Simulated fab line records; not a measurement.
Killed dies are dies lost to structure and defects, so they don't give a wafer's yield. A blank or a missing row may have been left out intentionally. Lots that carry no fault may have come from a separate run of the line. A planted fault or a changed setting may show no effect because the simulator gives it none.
Which tool did it? + flow n5_finfet + 12 lots, 36 wafers sampled, at 1 step of a route of 1938

## WHAT THE GAUGES SHOWED, per wafer
N5_DUMMY_GATE_INSPECT_27: inspects for defects (brightfield).
| lot  | measured    | on                | raw_defect_count |
|------|-------------|-------------------|------------------|
| L075 | day 3 05:53 | defect_inspect-02 | 463 262 479      |
| L077 | day 3 18:43 | defect_inspect-01 | 280 176 218      |
| L079 | day 4 06:39 | defect_inspect-02 | 232 284 300      |
| L081 | day 4 18:01 | defect_inspect-01 | 263 253 310      |
| L083 | day 5 11:04 | defect_inspect-01 | 243 386 291      |
| L085 | day 6 02:25 | defect_inspect-01 | 212 148 167      |
| L087 | day 6 10:56 | defect_inspect-01 | 196 308 310      |
| L089 | day 6 19:36 | defect_inspect-02 | 283 288 235      |
| L091 | day 7 06:22 | defect_inspect-01 | 261 274 226      |
| L093 | day 7 20:09 | defect_inspect-02 | 309 491 401      |
| L095 | day 8 08:02 | defect_inspect-01 | 233 262 305      |
| L097 | day 8 23:12 | defect_inspect-01 | 289 268 184      |

## WHICH TOOL RAN EACH LOT (tool, then ch and the chambers of the sampled wafers, then the start)
Before these readings, the record contains no process step.

## THE ANSWER, worked out from the rows above alone
Rule: the lots themselves supply what counts as usual. The widest of any qualifying gaps counts: lots, ordered by their means at a reading, are off when they make up no more than a third of the lots, leave a main group of 4 or more, and stand apart from it by 3 or more times the standard deviation of that group's means. A main group whose means are all the same, to the digits that the tables above print for the reading, isn't used. A lot without any number at a reading at which 4 lots or more have one is off too. All remaining lots with rows at the step are treated as sound.
No lot is off on any of the readings shown, so nothing can be concluded from this.

## WHAT THE SIMULATOR PUT IN
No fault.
